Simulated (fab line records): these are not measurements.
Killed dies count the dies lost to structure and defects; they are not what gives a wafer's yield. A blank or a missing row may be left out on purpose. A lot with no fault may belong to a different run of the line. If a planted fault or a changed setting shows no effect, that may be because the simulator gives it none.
Matching of chambers || flow n5 finfet || N5_DUMMY_GATE_ETCH_44 on rie si-06: 4 sister chambers
The step etches poly-Si in HBr/O2, stops on SiO2, target depth 127.5 nm. 24 wafers are shown with their chamber, then 12 later ones without.

== WAFERS WITH THEIR CHAMBER ==
{"wafer": "L076.1", "chamber": 1, "throttle valve pct (%)": 18.19, "drypump motor current A (A)": 5.6, "oes product au (a.u.)": 0.727}
{"wafer": "L076.2", "chamber": 3, "throttle valve pct (%)": 18.73, "drypump motor current A (A)": 5.5, "oes product au (a.u.)": 0.710}
{"wafer": "L076.4", "chamber": 0, "throttle valve pct (%)": 18.58, "drypump motor current A (A)": 5.9, "oes product au (a.u.)": 0.729}
{"wafer": "L079.2", "chamber": 1, "throttle valve pct (%)": 18.20, "drypump motor current A (A)": 5.6, "oes product au (a.u.)": 0.741}
{"wafer": "L079.4", "chamber": 3, "throttle valve pct (%)": 18.74, "drypump motor current A (A)": 5.5, "oes product au (a.u.)": 0.725}
{"wafer": "L079.5", "chamber": 1, "throttle valve pct (%)": 18.19, "drypump motor current A (A)": 5.6, "oes product au (a.u.)": 0.742}
{"wafer": "L081.1", "chamber": 0, "throttle valve pct (%)": 18.58, "drypump motor current A (A)": 6.0, "oes product au (a.u.)": 0.716}
{"wafer": "L081.3", "chamber": 2, "throttle valve pct (%)": 18.74, "drypump motor current A (A)": 5.6, "oes product au (a.u.)": 0.725}
{"wafer": "L081.5", "chamber": 1, "throttle valve pct (%)": 18.18, "drypump motor current A (A)": 5.6, "oes product au (a.u.)": 0.729}
{"wafer": "L082.1", "chamber": 3, "throttle valve pct (%)": 18.72, "drypump motor current A (A)": 5.5, "oes product au (a.u.)": 0.701}
{"wafer": "L082.4", "chamber": 2, "throttle valve pct (%)": 18.73, "drypump motor current A (A)": 5.6, "oes product au (a.u.)": 0.724}
{"wafer": "L082.5", "chamber": 1, "throttle valve pct (%)": 18.20, "drypump motor current A (A)": 5.6, "oes product au (a.u.)": 0.742}
{"wafer": "L085.1", "chamber": 3, "throttle valve pct (%)": 18.73, "drypump motor current A (A)": 5.5, "oes product au (a.u.)": 0.714}
{"wafer": "L085.5", "chamber": 3, "throttle valve pct (%)": 18.72, "drypump motor current A (A)": 5.5, "oes product au (a.u.)": 0.702}
{"wafer": "L085.6", "chamber": 0, "throttle valve pct (%)": 18.58, "drypump motor current A (A)": 6.0, "oes product au (a.u.)": 0.719}
{"wafer": "L086.1", "chamber": 1, "throttle valve pct (%)": 18.21, "drypump motor current A (A)": 5.6, "oes product au (a.u.)": 0.719}
{"wafer": "L086.2", "chamber": 2, "throttle valve pct (%)": 18.73, "drypump motor current A (A)": 5.6, "oes product au (a.u.)": 0.736}
{"wafer": "L086.3", "chamber": 3, "throttle valve pct (%)": 18.73, "drypump motor current A (A)": 5.5, "oes product au (a.u.)": 0.714}
{"wafer": "L087.1", "chamber": 0, "throttle valve pct (%)": 18.59, "drypump motor current A (A)": 5.9, "oes product au (a.u.)": 0.722}
{"wafer": "L087.3", "chamber": 1, "throttle valve pct (%)": 18.18, "drypump motor current A (A)": 5.6, "oes product au (a.u.)": 0.744}
{"wafer": "L087.5", "chamber": 2, "throttle valve pct (%)": 18.74, "drypump motor current A (A)": 5.6, "oes product au (a.u.)": 0.739}
{"wafer": "L089.1", "chamber": 1, "throttle valve pct (%)": 18.19, "drypump motor current A (A)": 5.6, "oes product au (a.u.)": 0.726}
{"wafer": "L089.2", "chamber": 0, "throttle valve pct (%)": 18.58, "drypump motor current A (A)": 5.9, "oes product au (a.u.)": 0.715}
{"wafer": "L089.5", "chamber": 0, "throttle valve pct (%)": 18.59, "drypump motor current A (A)": 5.9, "oes product au (a.u.)": 0.710}

SIGNATURES (means of the wafers above)
{"reading": "throttle valve pct", "chamber 0": 18.5833, "chamber 1": 18.1925, "chamber 2": 18.7350, "chamber 3": 18.7283, "scatter within a chamber": 0.00796}
{"reading": "drypump motor current A", "chamber 0": 5.933, "chamber 1": 5.600, "chamber 2": 5.600, "chamber 3": 5.500, "scatter within a chamber": 0.0258}
{"reading": "oes product au", "chamber 0": 0.71850, "chamber 1": 0.73375, "chamber 2": 0.73100, "chamber 3": 0.71100, "scatter within a chamber": 0.00844}
Rule: a wafer lies at a distance from a chamber equal to the root of the sum of squares, over the readings, of (its reading less the chamber's mean, divided by the reading's scatter). If the next closest chamber is less than 2 further off than the closest, the wafer can't be placed; otherwise it belongs to the closest. The scatter is the square root of a quotient: the sum, over the shown wafers, of each reading's squared deviation from its chamber's mean, divided by wafers minus chambers.

== WAFERS MISSING THEIR CHAMBER ==
{"wafer": "L090.3", "throttle valve pct (%)": 18.72, "drypump motor current A (A)": 5.5, "oes product au (a.u.)": 0.724}
{"wafer": "L090.5", "throttle valve pct (%)": 18.75, "drypump motor current A (A)": 5.6, "oes product au (a.u.)": 0.740}
{"wafer": "L090.6", "throttle valve pct (%)": 18.73, "drypump motor current A (A)": 5.5, "oes product au (a.u.)": 0.709}
{"wafer": "L092.2", "throttle valve pct (%)": 18.75, "drypump motor current A (A)": 5.5, "oes product au (a.u.)": 0.732}
{"wafer": "L092.3", "throttle valve pct (%)": 18.19, "drypump motor current A (A)": 5.6, "oes product au (a.u.)": 0.742}
{"wafer": "L092.5", "throttle valve pct (%)": 18.74, "drypump motor current A (A)": 5.5, "oes product au (a.u.)": 0.710}
{"wafer": "L095.3", "throttle valve pct (%)": 18.74, "drypump motor current A (A)": 5.6, "oes product au (a.u.)": 0.734}
{"wafer": "L095.4", "throttle valve pct (%)": 18.18, "drypump motor current A (A)": 5.6, "oes product au (a.u.)": 0.734}
{"wafer": "L095.5", "throttle valve pct (%)": 18.73, "drypump motor current A (A)": 5.5, "oes product au (a.u.)": 0.700}
{"wafer": "L096.3", "throttle valve pct (%)": 18.75, "drypump motor current A (A)": 5.6, "oes product au (a.u.)": 0.745}
{"wafer": "L096.4", "throttle valve pct (%)": 18.74, "drypump motor current A (A)": 5.6, "oes product au (a.u.)": 0.749}
{"wafer": "L096.5", "throttle valve pct (%)": 18.75, "drypump motor current A (A)": 5.5, "oes product au (a.u.)": 0.711}

== CHAMBER TAKEN BY EACH ==
{"wafer": "L090.3", "from the rows above": 3, "in truth": 3}
{"wafer": "L090.5", "from the rows above": 2, "in truth": 2}
{"wafer": "L090.6", "from the rows above": 3, "in truth": 3}
{"wafer": "L092.2", "from the rows above": "can't be placed: 3 or 2", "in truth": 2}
{"wafer": "L092.3", "from the rows above": 1, "in truth": 1}
{"wafer": "L092.5", "from the rows above": 3, "in truth": 3}
{"wafer": "L095.3", "from the rows above": 2, "in truth": 2}
{"wafer": "L095.4", "from the rows above": 1, "in truth": 1}
{"wafer": "L095.5", "from the rows above": 3, "in truth": 3}
{"wafer": "L096.3", "from the rows above": 2, "in truth": 2}
{"wafer": "L096.4", "from the rows above": 2, "in truth": 2}
{"wafer": "L096.5", "from the rows above": 3, "in truth": 3}
Correctly placed: 11 of 12. Not placeable from these rows: 1 (in 1, the candidates include the true chamber). 0 placed wrongly.
